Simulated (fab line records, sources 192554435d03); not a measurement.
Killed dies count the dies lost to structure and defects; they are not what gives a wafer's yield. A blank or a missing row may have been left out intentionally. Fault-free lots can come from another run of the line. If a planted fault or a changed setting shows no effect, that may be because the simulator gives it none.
Which of the tools did it? / flow n5_finfet / 27 wafers from 9 lots sampled at 6 of the route's 1938 steps

## WHAT EACH GAUGE READ, for each wafer
N5_BEOL_M4_RC_MEAS_101.
lot=L694; measured=day 7 15:56; on=prober-01; DIBL_N (mV/V)=40.9 39.8 36.5
lot=L699; measured=day 10 02:00; on=prober-02; DIBL_N (mV/V)=32.7 34.2 35.7
lot=L709; measured=day 12 00:50; on=prober-02; DIBL_N (mV/V)=37.1 34.1 35.4
lot=L710; measured=day 12 11:57; on=prober-01; DIBL_N (mV/V)=35.5 32.1 34.3
lot=L711; measured=day 12 16:12; on=prober-02; DIBL_N (mV/V)=35.5 34.0 36.1
lot=L716; measured=day 14 07:43; on=prober-02; DIBL_N (mV/V)=37.5 37.7 36.6
lot=L717; measured=day 14 06:26; on=prober-01; DIBL_N (mV/V)=37.2 37.9 39.3

## TOOL THAT RAN EACH LOT (tool first, then ch and the chambers of the sampled wafers, then the start)
lot=L694; N5_ZERO_LAYER_ETCH_17=rie_diel-03 ch 0,1,3, day 1 12:43; N5_ZERO_LAYER_STRIP_24=plasma_asher-02 ch 0,1, day 1 12:54; N5_WELL_APT_RTA_34=rtp_anneal-01 ch 0, day 1 15:35; N5_FIN_SAQP_HM_DEP_72=pecvd-04 ch 1,2, day 1 23:22; N5_FIN_SAQP_SPACER1_ETCHBACK_25=rie_diel-06 ch 1,2,3, day 2 01:43
lot=L699; N5_ZERO_LAYER_ETCH_17=rie_diel-02 ch 0,1,3, day 2 18:52; N5_ZERO_LAYER_STRIP_24=plasma_asher-02 ch 0,1, day 2 19:02; N5_WELL_APT_RTA_34=rtp_anneal-01 ch 0, day 2 22:29; N5_FIN_SAQP_HM_DEP_72=pecvd-03 ch 0,1, day 3 03:57; N5_FIN_SAQP_SPACER1_ETCHBACK_25=rie_diel-01 ch 1,2,3, day 3 06:28
lot=L700; N5_ZERO_LAYER_ETCH_17=rie_diel-04 ch 0,1, day 3 00:55; N5_ZERO_LAYER_STRIP_24=plasma_asher-01 ch 0,1, day 3 01:05; N5_WELL_APT_RTA_34=-; N5_FIN_SAQP_HM_DEP_72=-; N5_FIN_SAQP_SPACER1_ETCHBACK_25=-
lot=L701; N5_ZERO_LAYER_ETCH_17=rie_diel-02 ch 1,2,3, day 3 06:43; N5_ZERO_LAYER_STRIP_24=plasma_asher-01 ch 0,1, day 3 06:55; N5_WELL_APT_RTA_34=-; N5_FIN_SAQP_HM_DEP_72=-; N5_FIN_SAQP_SPACER1_ETCHBACK_25=-
lot=L709; N5_ZERO_LAYER_ETCH_17=rie_diel-03 ch 0,3, day 5 06:50; N5_ZERO_LAYER_STRIP_24=plasma_asher-01 ch 0,1, day 5 07:03; N5_WELL_APT_RTA_34=rtp_anneal-02 ch 0, day 5 10:09; N5_FIN_SAQP_HM_DEP_72=pecvd-02 ch 0,1,2, day 5 15:36; N5_FIN_SAQP_SPACER1_ETCHBACK_25=rie_diel-01 ch 0,3, day 5 18:01
lot=L710; N5_ZERO_LAYER_ETCH_17=rie_diel-04 ch 0,1,2, day 5 12:52; N5_ZERO_LAYER_STRIP_24=plasma_asher-01 ch 0, day 5 13:02; N5_WELL_APT_RTA_34=rtp_anneal-02 ch 0, day 5 15:49; N5_FIN_SAQP_HM_DEP_72=pecvd-04 ch 0,1,2, day 5 21:23; N5_FIN_SAQP_SPACER1_ETCHBACK_25=rie_diel-06 ch 0,2,3, day 6 00:22
lot=L711; N5_ZERO_LAYER_ETCH_17=rie_diel-03 ch 1,2,3, day 5 18:44; N5_ZERO_LAYER_STRIP_24=plasma_asher-02 ch 0,1, day 5 18:56; N5_WELL_APT_RTA_34=rtp_anneal-01 ch 0, day 5 21:56; N5_FIN_SAQP_HM_DEP_72=pecvd-03 ch 0,1,2, day 6 03:13; N5_FIN_SAQP_SPACER1_ETCHBACK_25=rie_diel-01 ch 2,3, day 6 05:35
lot=L716; N5_ZERO_LAYER_ETCH_17=rie_diel-02 ch 0,1,2, day 7 00:43; N5_ZERO_LAYER_STRIP_24=plasma_asher-02 ch 0,1, day 7 00:53; N5_WELL_APT_RTA_34=rtp_anneal-02 ch 0, day 7 03:58; N5_FIN_SAQP_HM_DEP_72=pecvd-03 ch 0,2, day 7 09:59; N5_FIN_SAQP_SPACER1_ETCHBACK_25=rie_diel-06 ch 0,1,3, day 7 12:58
lot=L717; N5_ZERO_LAYER_ETCH_17=rie_diel-02 ch 2,3, day 7 06:43; N5_ZERO_LAYER_STRIP_24=plasma_asher-02 ch 0,1, day 7 06:53; N5_WELL_APT_RTA_34=rtp_anneal-01 ch 0, day 7 10:49; N5_FIN_SAQP_HM_DEP_72=pecvd-03 ch 0,1,2, day 7 15:53; N5_FIN_SAQP_SPACER1_ETCHBACK_25=rie_diel-06 ch 0,1,3, day 7 18:46
- N5_ZERO_LAYER_ETCH_17: etches SiO2 in CF4, target depth 12 nm, time 13.3 s.
- N5_ZERO_LAYER_STRIP_24: strips in O2.
- N5_WELL_APT_RTA_34: time 10 s.
- N5_FIN_SAQP_HM_DEP_72: deposits SiO2 from SiH4/N2O, target thk 12 nm, time 7.2 s.
- N5_FIN_SAQP_SPACER1_ETCHBACK_25: etches SiO2 in CHF3/O2, target depth 24.4 nm, time 12.2 s.

## THE ANSWER, worked out from the rows above alone
Rule: what is usual is taken from the lots themselves. Put in order of their means at a reading, lots are off if they are a third of the lots or fewer, leave a main group of 4 or more, and stand apart from it by a gap of 3 or more times the standard deviation of the main group's means; of several such gaps the widest counts. The tables above print the reading to a certain number of digits; a main group whose means all agree to those digits is not used. A lot without any number at a reading at which 4 lots or more have one is off too. The other lots that the step has rows for count as sound.
No lot is off at any reading shown: from this, nothing can be told.

## WHAT THE SIMULATOR HAD PUT IN
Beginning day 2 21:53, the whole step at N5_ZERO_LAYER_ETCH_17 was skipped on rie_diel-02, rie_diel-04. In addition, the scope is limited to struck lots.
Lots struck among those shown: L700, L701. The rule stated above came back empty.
